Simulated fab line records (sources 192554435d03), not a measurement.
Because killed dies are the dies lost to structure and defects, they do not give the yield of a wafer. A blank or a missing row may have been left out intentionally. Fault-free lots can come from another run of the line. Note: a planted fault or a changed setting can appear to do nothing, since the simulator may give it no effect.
The tool behind it: which one? / flow n5 finfet / 9 lots with 27 wafers sampled at 3 steps, on a route of 1938 steps

## WHAT EACH GAUGE READ, for each wafer
N5_STI_FIN_REVEAL_FIN_H_MEAS_10.
lot=L110; measured=day 3 12:49; on=ocd-01; trench depth nm (nm)=51.5 51.2 51.3
lot=L112; measured=day 4 02:08; on=ocd-01; trench depth nm (nm)=51.2 50.4 50.0
lot=L116; measured=day 5 00:58; on=ocd-02; trench depth nm (nm)=51.7 51.6 52.6
lot=L118; measured=day 5 14:56; on=ocd-01; trench depth nm (nm)=51.5 52.5 51.1
lot=L120; measured=day 6 01:09; on=ocd-01; trench depth nm (nm)=53.0 52.4 53.0
lot=L121; measured=day 6 08:22; on=ocd-02; trench depth nm (nm)=53.3 53.1 52.9
lot=L123; measured=day 6 18:24; on=ocd-01; trench depth nm (nm)=52.1 51.8 52.1
lot=L125; measured=day 7 06:35; on=ocd-02; trench depth nm (nm)=50.9 52.3 50.8
lot=L128; measured=day 8 01:09; on=ocd-02; trench depth nm (nm)=52.2 51.9 52.3

## WHICH TOOL RAN EACH LOT (tool, then ch and the chambers of the sampled wafers, then the start)
lot=L110; N5_FIN_CUT_STRIP_22=rie diel-03 ch 0,3, day 3 03:26; N5_STI_FIN_REVEAL_ALD_14=ald sin-01 ch 0,1,2, day 3 03:51
lot=L112; N5_FIN_CUT_STRIP_22=rie diel-03 ch 0,3, day 3 17:12; N5_STI_FIN_REVEAL_ALD_14=ald sin-02 ch 2,3, day 3 17:35
lot=L116; N5_FIN_CUT_STRIP_22=rie diel-03 ch 0,1,2, day 4 15:47; N5_STI_FIN_REVEAL_ALD_14=ald sin-02 ch 0,2,3, day 4 16:04
lot=L118; N5_FIN_CUT_STRIP_22=rie diel-03 ch 1,2, day 5 04:58; N5_STI_FIN_REVEAL_ALD_14=ald sin-03 ch 0,1,2, day 5 05:12
lot=L120; N5_FIN_CUT_STRIP_22=rie diel-06 ch 2,3, day 5 16:22; N5_STI_FIN_REVEAL_ALD_14=ald sin-02 ch 0,2,3, day 5 16:37
lot=L121; N5_FIN_CUT_STRIP_22=rie diel-03 ch 0,2,3, day 5 22:40; N5_STI_FIN_REVEAL_ALD_14=ald sin-01 ch 0,2,3, day 5 23:09
lot=L123; N5_FIN_CUT_STRIP_22=rie diel-05 ch 0,2,3, day 6 09:37; N5_STI_FIN_REVEAL_ALD_14=ald sin-01 ch 0,1,2, day 6 09:51
lot=L125; N5_FIN_CUT_STRIP_22=rie diel-06 ch 1,2,3, day 6 21:49; N5_STI_FIN_REVEAL_ALD_14=ald sin-03 ch 0,1,3, day 6 22:04
lot=L128; N5_FIN_CUT_STRIP_22=rie diel-06 ch 1,3, day 7 15:50; N5_STI_FIN_REVEAL_ALD_14=ald sin-01 ch 2,3, day 7 16:04
- N5_FIN_CUT_STRIP_22: strips in N2/H2.
- N5_STI_FIN_REVEAL_ALD_14: deposits Si3N4, target thk 3 nm.

## THE ANSWER, worked out from the rows above alone
Rule: what is usual is taken from the lots themselves. Put in order of their means at a reading, lots are off if they are a third of the lots or fewer, leave a main group of 4 or more, and stand apart from it by a gap of 3 or more times the standard deviation of the main group's means; of several such gaps the widest counts. A main group whose means are all the same, to the digits that the tables above print for the reading, isn't used. Also off: a lot with no number at a reading for which 4 or more lots have one. All remaining lots with rows at the step are treated as sound.
No lot is off on any of the readings shown, so nothing can be concluded from this.

## WHAT THE SIMULATOR PUT IN
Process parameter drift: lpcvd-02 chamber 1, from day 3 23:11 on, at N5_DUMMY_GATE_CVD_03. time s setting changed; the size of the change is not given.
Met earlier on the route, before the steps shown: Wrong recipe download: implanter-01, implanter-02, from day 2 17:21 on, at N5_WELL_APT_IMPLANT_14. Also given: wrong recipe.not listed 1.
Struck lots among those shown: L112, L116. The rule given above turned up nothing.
